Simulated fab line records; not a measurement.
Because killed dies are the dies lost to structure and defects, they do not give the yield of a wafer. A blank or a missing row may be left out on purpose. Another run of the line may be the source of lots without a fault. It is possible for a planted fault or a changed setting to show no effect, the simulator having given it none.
Matching of chambers	flow n5Finfet	4 sister chambers for N5_BEOL_M1_STRIP_66 on rieDiel-03
The step strips in CF4. 18 wafers are shown with their chamber, then 9 later ones without.

== EACH WAFER AND ITS CHAMBER ==
wafer	chamber	drypumpMotorCurrentA (A)	showerheadPlenumPTorr (Torr)	throttleValvePct (%)
L074.1	2	5.4	1.89	13.73
L074.2	3	4.7	1.75	13.61
L074.6	1	5.9	1.83	13.37
L078.3	1	5.9	1.83	13.37
L078.5	3	4.7	1.75	13.65
L078.6	0	5.2	1.71	13.90
L079.2	0	5.3	1.71	13.90
L079.4	3	4.7	1.75	13.63
L079.5	1	5.9	1.83	13.41
L080.3	3	4.7	1.75	13.63
L080.5	1	5.9	1.83	13.39
L080.6	2	5.4	1.89	13.75
L086.1	1	5.9	1.82	13.43
L086.2	2	5.4	1.88	13.76
L086.3	0	5.2	1.70	13.93
L090.3	3	4.8	1.75	13.69
L090.5	1	5.9	1.82	13.45
L090.6	2	5.4	1.88	13.80

SIGNATURES, as means of the wafers listed above
reading	chamber 0	chamber 1	chamber 2	chamber 3	scatter within a chamber
drypumpMotorCurrentA	5.233	5.900	5.400	4.720	0.0324
showerheadPlenumPTorr	1.7067	1.8267	1.8850	1.7500	0.00463
throttleValvePct	13.9100	13.4033	13.7600	13.6420	0.0295
Rule: a wafer lies at a distance from a chamber equal to the root of the sum of squares, over the readings, of (its reading less the chamber's mean, divided by the reading's scatter). The wafer belongs to the nearest chamber; if the next one is less than 2 further off, it can't be placed. The scatter: take each reading less its chamber's mean, square it, sum over the shown wafers, divide by the number of wafers less the number of chambers, and take the root.

== WAFERS WITH NO CHAMBER GIVEN ==
wafer	drypumpMotorCurrentA (A)	showerheadPlenumPTorr (Torr)	throttleValvePct (%)
L091.2	4.8	1.74	13.68
L091.4	5.9	1.82	13.44
L091.5	5.4	1.88	13.78
L095.3	4.7	1.74	13.73
L095.4	5.9	1.82	13.46
L095.5	4.7	1.74	13.71
L096.3	5.2	1.91	13.39
L096.4	5.9	1.82	13.47
L096.5	5.9	1.82	13.46

== CHAMBER TAKEN BY EACH ==
wafer	from the rows above	in truth
L091.2	3	3
L091.4	1	1
L091.5	2	2
L095.3	3	3
L095.4	1	1
L095.5	3	3
L096.3	2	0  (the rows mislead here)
L096.4	1	1
L096.5	1	1
8 of 9 placed correctly. Can't be placed from these rows: 0. Wrongly placed: 1.
